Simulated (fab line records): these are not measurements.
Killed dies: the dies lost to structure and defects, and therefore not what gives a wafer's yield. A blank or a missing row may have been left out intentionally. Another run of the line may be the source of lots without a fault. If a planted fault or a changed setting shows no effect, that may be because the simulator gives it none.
fab line records | flow nandHarc
record: lots: 6 wafers: 18 lastDay: 28
route steps=1159 shown A_CONTACT@959 A_BLC@964 END@1159
lots untouched by any fault: they come from a run of this same line in which no faults occurred
startH: hours from the record's opening day to when the first of the lot's shown wafers began | waitH: time in hours since the lot's previous step | " the same as in the row above | L1.1+2: one row covering several wafers at once | - no value, or no start was given | * or withheld: withheld | < > ~ a bound
route shown NAME@n: names a module that has steps shown in the file, with the first one's number in the route | usual: mean/standard deviation of fault-free wafers | same: alike in all rows | chamber/n: place in a boat | sites: readings site by site | _std_site: the values' standard deviation | _edge_site: outer sites' mean less inner sites' | radiusMm: for every site, how far away it sits from the centre of the wafer | mask NAME#n: copy n | behind: tool/chamber where the wafer was last shaped | hold: cause of the lot's hold/its duration in hours/its outcome | device: names the non-switching transistor (n, p or np) | end of line: at the end of the route, the tests of the same wafers | where a step has no rows: the recipe by itself | killed: count of dies lost to structure and defects at first sort (not the wafer's yield) | map: shows each die of a wafer: x if killed, . if not, _ if none is there
set.NAME: the setting that was run; set.NAME@STEP: the one run at that earlier step | model.NAME: the simulator's own value behind a step, which no gauge read
a table for each step, a row for each wafer; lots at some steps of the route
services: a tool's chamber out of use, with start hour (startH, from the record's first day; less than 0 if before it), hours out, and reason
== steps ==
step: NHARC_A_CONTACT_CVD_19
recipe: targetThkA: 3000 tempC: 300 pressureTorr: 40 wf6FlowSccm: 40 h2FlowSccm: 1600 arFlowSccm: 1560 timeS: 802 material: W
usual: heaterPowerW: 463/74 throttleValvePct: 7.92/0.23
same: timeS: 802
columns lot.wafer tool chamber startH waitH heaterPowerW throttleValvePct
L172.2 cvdW-02 1 - - 500 7.88
L172.3 " 0 " " 456 7.71
L172.5 " 1 " " 502 7.89
L169.2 cvdW-01 1 - - 347 8.11
L169.4 " 1 " " 357 8.08
L169.3 " 0 " " 545 8.27
L188.3 cvdW-02 1 - - 510 7.81
L188.4 " 0 " " 452 7.84
L188.5 " 1 " " 506 7.81
L187.3 cvdW-02 1 - - 500 7.92
L187.4 " 0 " " 471 7.43
L187.5 " 1 " " 507 8.06
L189.2 cvdW-01 1 - - 340 7.89
L189.4 " 0 " " 530 8.19
L189.5 " 1 " " 355 7.89
L192.4 cvdW-01 0 - - 542 8.00
L192.3 " 1 " " 356 7.83
L192.5 " 0 " " 541 7.83
step: NHARC_A_CONTACT_CMP_20
recipe: tOverpolishS: 30 targetThkNm: 300
usual: motorCurrentA: 12.0/1.5 overpolishRunS: 30.001/0.0094 slurryFlowMlMin: 150.0/0.44 timeToEndpointS: 60/3.2
same: tOverpolishS: 30
columns lot.wafer tool chamber startH waitH motorCurrentA overpolishRunS slurryFlowMlMin timeToEndpointS
L172.2 cmp-04 2 493.38 0.7 13.1 29.991 150.7 61
L172.3 " 3 " " 12.2 29.989 150.0 60
L172.5 " 2 " " 12.8 30.013 150.4 63
L169.3 cmp-03 2 505.80 0.4 11.7 29.998 150.7 58
L169.4 " 3 " " 15.0 30.019 150.2 57
L169.2 " 0 " " 10.5 30.017 150.1 59
L188.4 cmp-04 1 553.73 0.4 11.7 30.003 150.1 67
L188.3 " 3 " " 12.5 30.012 149.8 62
L188.5 " 1 " " 12.1 29.987 150.2 65
L187.4 cmp-02 0 555.63 0.4 14.4 29.998 149.6 60
L187.3 " 2 " " 12.4 29.992 149.8 62
L187.5 " 1 " " 10.6 30.014 149.7 61
L189.2 cmp-04 0 565.43 0.8 11.6 29.998 149.9 66
L189.4 " 1 " " 11.7 29.995 149.8 62
L189.5 " 2 " " 12.8 30.010 150.7 59
L192.3 cmp-03 1 592.21 0.4 10.7 29.996 150.2 55
L192.4 " 0 " " 9.2 30.013 150.7 63
L192.5 " 1 " " 10.6 30.020 150.3 56
step: NHARC_A_CONTACT_SRD_22
step: NHARC_A_CONTACT_INSPECT_23
usual: rawDefectCount: 413/120
columns lot.wafer tool chamber startH waitH rawDefectCount
L172.2 defectInspect-01 - 493.77 0.1 250
L172.3 " - " " 255
L172.5 " - " " 413
L169.2 defectInspect-01 - 506.21 0.1 521
L169.3 " - " " 689
L169.4 " - " " 579
L188.3 defectInspect-01 - 554.13 0.1 379
L188.4 " - " " 437
L188.5 " - " " 429
L187.3 defectInspect-02 - 556.04 0.1 483
L187.4 " - " " 444
L187.5 " - " " 360
L189.2 defectInspect-02 - 565.79 0.1 318
L189.4 " - " " 343
L189.5 " - " " 402
L192.3 defectInspect-02 - 592.61 0.1 474
L192.4 " - " " 684
L192.5 " - " " 507
step: NHARC_A_BLC_DEHYDRATE_00
recipe: tempC: 150 timeS: 120
step: NHARC_A_BLC_HMDS_01
recipe: timeS: 30
step: NHARC_A_BLC_COAT_02
recipe: tempC: 260 timeS: 75
step: NHARC_A_BLC_COAT_03
recipe: tempC: 225 timeS: 65
step: NHARC_A_BLC_COAT_04
recipe: spinRpm: 1500 resistThkNm: 90
step: NHARC_A_BLC_SOFTBAKE_05
recipe: tempC: 105 timeS: 55
step: NHARC_A_BLC_EBR_06
step: NHARC_A_BLC_EXPOSE_07
recipe: na: 1.35 targetCdNm: 100 doseMj: 67.97 maskId: A_BLC
usual: exposureDoseMJCm2: 67.96/0.066
columns lot.wafer tool chamber startH waitH mask exposureDoseMJCm2
L172.2 arfiScanner-03 0 494.14 - A_BLC#0 67.98
L172.3 " 0 " " A_BLC#0 68.03
L172.5 " 0 " " A_BLC#0 68.03
L169.2 arfiScanner-01 0 506.45 - A_BLC#0 67.97
L169.3 " 0 " " A_BLC#0 67.93
L169.4 " 0 " " A_BLC#0 67.96
L188.3 arfiScanner-03 0 554.51 - A_BLC#0 67.86
L188.4 " 0 " " A_BLC#0 67.87
L188.5 " 0 " " A_BLC#0 67.97
L187.3 arfiScanner-01 0 556.41 - A_BLC#0 69.97
L187.4 " 0 " " A_BLC#0 69.96
L187.5 " 0 " " A_BLC#0 69.93
L189.2 arfiScanner-01 0 566.17 - A_BLC#0 69.63
L189.4 " 0 " " A_BLC#0 69.62
L189.5 " 0 " " A_BLC#0 69.57
L192.3 arfiScanner-02 0 592.86 - A_BLC#0 67.98
L192.4 " 0 " " A_BLC#0 67.99
L192.5 " 0 " " A_BLC#0 68.01
step: NHARC_A_BLC_PEB_08
recipe: pebTempC: 100 pebTimeS: 65
step: NHARC_A_BLC_DEVELOP_09
recipe: developTimeS: 35 devTempC: 23
step: NHARC_A_BLC_CD_MEAS_10
recipe: targetCdNm: 100 landingEnergyEv: 500
usual: cdNm: 100.4/0.61
same: landingEnergyEv: 500
columns lot.wafer tool chamber startH waitH cdNm
L172.2 cdSem-02 0 494.28 - 99.2
L172.3 " 0 " " 100.1
L172.5 " 0 " " 99.2
L169.2 cdSem-02 0 506.59 - 98.8
L169.3 " 0 " " 99.2
L169.4 " 0 " " 99.2
L188.3 cdSem-03 0 554.64 - 100.8
L188.4 " 0 " " 101.1
L188.5 " 0 " " 100.3
L187.3 cdSem-02 0 556.55 - 102.9
L187.4 " 0 " " 103.3
L187.5 " 0 " " 102.5
L189.2 cdSem-02 0 566.30 - 100.7
L189.4 " 0 " " 100.3
L189.5 " 0 " " 101.7
L192.3 cdSem-01 0 593.00 - 100.2
L192.4 " 0 " " 100.9
L192.5 " 0 " " 100.5
step: NHARC_A_BLC_OVL_MEAS_11
usual: overlayXNm: 0.0/0.64 overlayYNm: -0.3/0.82
columns lot.wafer tool chamber startH waitH overlayXNm overlayYNm
L172.2 overlay-01 - 494.36 - -0.6 -0.8
L172.3 " - " " -0.9 -0.9
L172.5 " - " " -0.1 -1.4
L169.2 overlay-02 - 506.68 - -0.7 -0.1
L169.3 " - " " -0.7 -0.4
L169.4 " - " " -0.8 -0.9
L188.3 overlay-01 - 554.73 - 0.0 -0.5
L188.4 " - " " 0.2 -0.9
L188.5 " - " " 0.6 -0.3
L187.3 overlay-01 - 556.63 - 0.7 1.2
L187.4 " - " " 0.8 0.9
L187.5 " - " " 1.5 0.8
L189.2 overlay-01 - 566.39 - -0.6 -0.5
L189.4 " - " " -0.9 -0.5
L189.5 " - " " -0.8 -0.2
L192.3 overlay-02 - 593.08 - 1.2 0.6
L192.4 " - " " 0.7 0.7
L192.5 " - " " 1.2 0.5
step: NHARC_A_BLC_INSPECT_12
usual: rawDefectCount: 31/15
columns lot.wafer tool chamber startH waitH rawDefectCount
L172.2 defectInspect-01 - 494.40 0.0 20
L172.3 " - " " 21
L172.5 " - " " 25
L169.2 defectInspect-01 - 506.71 0.0 31
L169.3 " - " " 32
L169.4 " - " " 28
L188.3 defectInspect-02 - 554.76 0.0 38
L188.4 " - " " 42
L188.5 " - " " 34
L187.3 defectInspect-02 - 556.67 0.0 9
L187.4 " - " " 12
L187.5 " - " " 12
L189.2 defectInspect-01 - 566.43 0.0 21
L189.4 " - " " 29
L189.5 " - " " 23
L192.3 defectInspect-02 - 593.12 0.0 21
L192.4 " - " " 19
L192.5 " - " " 13
step: NHARC_A_BLC_DESCUM_15
recipe: timeS: 3 o2FlowSccm: 200 arFlowSccm: 0 biasPowerW: 0 chemistry: O2
usual: drypumpMotorCurrentA: 5.8/0.37 oesProductAu: 1.003/0.01 rfVppV: 57.8/0.99 showerheadPlenumPTorr: 1.93/0.086 throttleValvePct: 11.311/0.0098
same: timeS: 3
columns lot.wafer tool chamber startH waitH drypumpMotorCurrentA oesProductAu rfHoursCounterH rfVppV showerheadPlenumPTorr throttleValvePct model.A_BLC.cdNm
L172.3 rieDiel-11 3 494.47 0.1 5.3 0.978 47 57.7 1.93 11.297 100.1
L172.2 " 1 " " 5.8 0.991 47 56.8 1.95 11.315 99.86
L172.5 " 2 " " 5.9 0.991 - 58.0 1.77 11.312 99.61
L169.4 rieDiel-12 0 506.78 0.1 5.4 1.005 12 57.2 1.86 11.311 99.58
L169.2 " 1 " " 6.4 0.990 12 57.9 1.96 11.315 98.99
L169.3 " 2 " " 5.3 1.000 9 58.2 1.84 11.325 99.52
L188.3 rieDiel-12 1 554.82 0.1 6.4 1.001 18 57.3 1.95 11.309 100.8
L188.4 " 3 " " 5.9 1.010 18 59.1 2.05 11.304 100.7
L188.5 " 2 " " 5.3 1.003 - 56.7 1.83 11.293 101
L187.4 rieDiel-11 2 556.74 0.1 5.9 0.989 1 59.1 2.08 11.318 102.3
L187.3 " 3 " " 5.3 0.998 1 57.7 1.92 11.313 102.9
L187.5 " 2 " " 5.9 0.985 - 59.0 2.08 11.320 101.7
L189.4 rieDiel-12 2 566.49 0.1 5.3 1.013 0 57.3 1.83 11.310 101
L189.2 " 1 " " 6.4 1.013 0 56.8 1.95 11.313 101.1
L189.5 " 3 " " 5.9 1.011 - 58.6 2.05 11.304 101.1
L192.3 rieDiel-01 3 593.20 0.1 5.6 1.004 10 56.1 1.89 11.320 99.59
L192.4 " 0 " " 6.0 1.017 10 56.1 1.94 11.303 100.6
L192.5 " 2 " " 6.0 1.025 - 57.7 2.02 11.315 99.39
step: NHARC_A_BLC_ETCH_16
recipe: targetDepthA: 390 overEtchFrac: 0.3 timeS: 65 ionEnergyEv: 80 cf4FlowSccm: 150 arFlowSccm: 0 rfW: 300 biasW: 100 chemistry: CF4
usual: drypumpMotorCurrentA: 5.8/0.36 oesProductAu: 1.003/0.01 rfVppV: 151.4/1.3 showerheadPlenumPTorr: 1.78/0.074 throttleValvePct: 13.284/0.009
same: timeS: 65
columns lot.wafer tool chamber startH waitH drypumpMotorCurrentA oesProductAu rfHoursCounterH rfVppV showerheadPlenumPTorr throttleValvePct model.A_BLC.cdNm
L172.2 rieDiel-11 0 494.78 0.3 6.1 1.006 45 153.4 1.88 13.284 100.2
L172.3 " 1 " " 5.8 1.001 47 150.8 1.80 13.289 100.2
L172.5 " 0 " " 6.1 0.997 - 151.9 1.88 13.282 99.7
L169.4 rieDiel-12 3 506.86 0.1 5.9 1.008 11 152.0 1.89 13.288 99.81
L169.3 " 0 " " 5.4 1.007 12 149.5 1.72 13.270 99.49
L169.2 " 1 " " 6.4 1.000 12 151.0 1.80 13.277 98.94
L188.4 rieDiel-12 0 554.92 0.1 5.4 1.027 17 150.1 1.72 13.307 100.6
L188.3 " 1 " " 6.4 1.010 18 152.2 1.80 13.281 100.8
L188.5 " 2 " " 5.3 0.998 - 151.1 1.70 13.292 101.1
L187.3 rieDiel-11 1 556.82 0.1 5.8 1.012 1 154.1 1.80 13.288 102.7
L187.4 " 3 " " 5.3 1.001 1 150.6 1.78 13.293 102.3
L187.5 " 1 " " 5.8 1.013 - 150.6 1.80 13.275 101.6
L189.2 rieDiel-12 0 566.58 0.1 5.4 1.005 0 150.7 1.72 13.286 101.1
L189.4 " 1 " " 6.4 1.001 0 151.7 1.80 13.288 101.1
L189.5 " 2 " " 5.3 0.995 - 152.8 1.70 13.290 101.2
L192.3 rieDiel-01 2 593.27 0.1 6.0 1.019 9 152.8 1.86 13.286 99.73
L192.4 " 0 " " 6.0 1.011 10 153.0 1.79 13.294 101.1
L192.5 " 1 " " 6.4 0.991 - 150.8 1.69 13.292 99.55
step: NHARC_A_BLC_ETCH_17
recipe: targetDepthA: 3900 overEtchFrac: 0.25 timeS: 609.38 ionEnergyEv: 200 n2FlowSccm: 150 h2FlowSccm: 150 arFlowSccm: 0 rfW: 400 biasW: 150 chemistry: N2/H2
usual: drypumpMotorCurrentA: 5.9/0.37 oesProductAu: 1.002/0.011 rfVppV: 430.8/2.6 showerheadPlenumPTorr: 2.05/0.089 throttleValvePct: 14.171/0.0092
same: timeS: 609.38
columns lot.wafer tool chamber startH waitH drypumpMotorCurrentA oesProductAu rfHoursCounterH rfVppV showerheadPlenumPTorr throttleValvePct
L172.2 rieDiel-11 3 - - 5.3 0.983 48 432.1 2.06 14.168
L172.3 " 0 " " 6.1 0.989 45 434.7 2.18 14.162
L172.5 " 3 " " 5.3 0.989 - 431.6 2.06 14.184
L169.4 rieDiel-12 1 - - 6.4 1.001 12 432.1 2.09 14.161
L169.2 " 3 " " 5.9 1.005 11 434.6 2.19 14.170
L169.3 " 0 " " 5.4 1.015 12 427.7 1.98 14.177
L188.4 rieDiel-12 1 - - 6.4 1.002 18 433.3 2.08 14.153
L188.3 " 3 " " 5.9 1.015 18 435.4 2.19 14.186
L188.5 " 1 " " 6.4 1.011 - 432.3 2.08 14.172
L187.3 rieDiel-11 0 - - 6.1 1.006 1 434.7 2.17 14.165
L187.4 " 1 " " 5.8 1.012 1 432.0 2.08 14.162
L187.5 " 2 " " 5.9 0.993 - 434.7 2.22 14.189
L189.4 rieDiel-12 1 - - 6.3 0.994 0 431.7 2.08 14.176
L189.2 " 0 " " 5.4 0.997 0 428.5 1.98 14.191
L189.5 " 1 " " 6.4 1.006 - 433.0 2.08 14.170
L192.3 rieDiel-01 0 - - 6.0 1.004 10 431.8 2.07 14.181
L192.4 " 1 " " 6.4 0.982 10 428.5 1.95 14.162
L192.5 " 0 " " 6.0 1.016 - 432.1 2.07 14.186
step: NHARC_END_SORT_01
recipe: tempC: 25
usual: killedAtArray: 29/11 killedAtOther: 0.5/0.85 killedAtPeriphery: 3.0/2.3 killedDies: 33/12 killedOpen: 3.3/1.9 killedShort: 2.0/1.5
same: grossDies: 677
columns lot.wafer tool chamber startH waitH killedAtArray killedAtOther killedAtPeriphery killedDies killedOpen killedShort
L169.2 prober-01 0 573.00 2.8 27 0 2 29 5 1
L169.3 prober-01 0 573.80 3.1 33 1 1 35 5 6
L169.4 prober-01 0 574.59 3.4 31 1 0 32 1 3
L192.3 prober-02 0 663.66 3.1 18 0 2 20 4 1
L192.4 prober-02 0 664.45 3.4 20 0 1 21 2 0
L192.5 prober-02 0 665.24 3.7 16 0 3 19 7 1
killed by level:class
L169.2 A_SLIT:chamberFilmFlake=12 A_CONTACT:chamberFilmFlake=4 A_ZERO_WELL:chamberFilmFlake=3 A_ONON_D1:geometricParticle:open=2 A_CHANNEL_HOLE_D1:chamberFilmFlake=2 P_CONTACT:geometricParticle:short=1 P_M1:geometricParticle:open=1 A_CONTACT:geometricParticle:open=1
L169.3 A_SLIT:chamberFilmFlake=16 A_CONTACT:geometricParticle:open=3 A_CONTACT:chamberFilmFlake=3 A_WL_FILL:geometricParticle:short=2 A_ZERO_WELL:chamberFilmFlake=2 A_CHANNEL_HOLE_D1:chamberFilmFlake=2 A_ONON_D1:geometricParticle:short=1 A_CHANNEL_HOLE_D1:geometricParticle:open=1
L169.4 A_SLIT:chamberFilmFlake=10 A_CONTACT:chamberFilmFlake=7 A_CHANNEL_HOLE_D1:chamberFilmFlake=4 A_WL_FILL:chamberFilmFlake=4 A_ONON_D1:geometricParticle:short=2 A_STAIRCASE:chamberFilmFlake=2 A_CHANNEL_FILL_D1:geometricParticle:short=1 A_CONTACT:geometricParticle:open=1
L192.3 A_CHANNEL_HOLE_D1:chamberFilmFlake=8 P_M0:geometricParticle:open=2 A_CONTACT:chamberFilmFlake=2 A_BLC:geometricParticle:open=2 A_CHANNEL_FILL_D1:chamberFilmFlake=2 A_ONON_D1:geometricParticle:short=1 A_ZERO_WELL:chamberFilmFlake=1 A_STAIRCASE:chamberFilmFlake=1
L192.4 A_CHANNEL_HOLE_D1:chamberFilmFlake=8 A_STAIRCASE:chamberFilmFlake=4 A_CONTACT:chamberFilmFlake=4 A_ONON_D1:geometricParticle:open=1 A_BLC:geometricParticle:open=1 P_ZERO_WELL:chamberFilmFlake=1 A_ZERO_WELL:chamberFilmFlake=1 A_SLIT:chamberFilmFlake=1
L192.5 A_CONTACT:chamberFilmFlake=5 A_WL_FILL:geometricParticle:open=2 A_CHANNEL_HOLE_D1:chamberFilmFlake=2 P_M0:geometricParticle:open=1 P_M2:geometricParticle:open=1 A_CONTACT:geometricParticle:open=1 A_CONTACT:geometricParticle:short=1 A_BLC:geometricParticle:open=1
== services ==
columns tool chamber startH hours kind
cvdW-01 - 478.55 13.0 pm
rieDiel-12 3 480.16 3.8 repair
arfiScanner-03 - 484.00 4.0 pm
cmp-04 - 488.31 2.4 repair
rieDiel-01 - 491.80 9.0 pm
cmp-04 - 497.14 4.0 pm
rieDiel-11 3 498.28 13.9 repair
arfiScanner-03 - 504.01 22.6 repair
rieDiel-11 - 509.33 0.5 repair
rieDiel-11 2 517.00 3.4 repair
cmp-02 - 520.52 4.0 pm
rieDiel-12 0 534.48 11.5 repair
rieDiel-01 2 535.56 1.7 repair
arfiScanner-01 - 542.20 0.8 repair
arfiScanner-01 - 543.04 4.0 pm
rieDiel-11 - 544.63 9.0 pm
cmp-03 - 548.05 4.0 pm
rieDiel-12 - 556.44 9.0 pm
cmp-04 - 556.50 0.4 repair
cvdW-02 - 559.72 13.0 pm
cmp-02 - 576.39 1.8 repair
rieDiel-12 - 577.78 0.4 repair
rieDiel-12 3 589.41 4.0 repair
arfiScanner-01 - 591.80 1.4 repair
== key ==
firstSign: step: NHARC_A_BLC_EXPOSE_07 reading: exposureDoseMJCm2 direction: up sigmas: 27 usual: 67.96 struck: 69.78
effect: step: NHARC_A_BLC_CD_MEAS_10 reading: cdNm direction: up sigmas: 2.4 usual: 100.4 struck: 101.9 through: controlLoop
modelEffect: step: NHARC_A_BLC_DESCUM_15 value: A_BLC.cdNm without: 100.1 struck: 101.7
modelEffect: step: NHARC_A_BLC_ETCH_16 value: A_BLC.cdNm without: 100.1 struck: 101.7
metAt NHARC_A_BLC_EXPOSE_07
struckWafers L187.3,L187.4,L187.5,L189.2,L189.4,L189.5
testerLeftOut L187,L189
loopTrim: step: NHARC_A_BLC_EXPOSE_07 setting: dose lots: L189
onsetBetween 506.45 556.41
fault: kind: processParameterDrift tool: arfiScanner-01 chamber: - onsetH: 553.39 steps: NHARC_A_BLC_EXPOSE_07 channel: doseMj offset: 2.0036 shape: step actsIn: theseRecipesOnly stated: 67.97
testerLeftOut: of these lots the tester's yield and bins aren't shown, on N5 and GAA mostly nor the transistor test; their killed dies are dies lost to structure and defects alone, not to doping, threshold or leakage, so they don't give the yield
loopTrim: a control loop set the setting to another value than it would have without faults
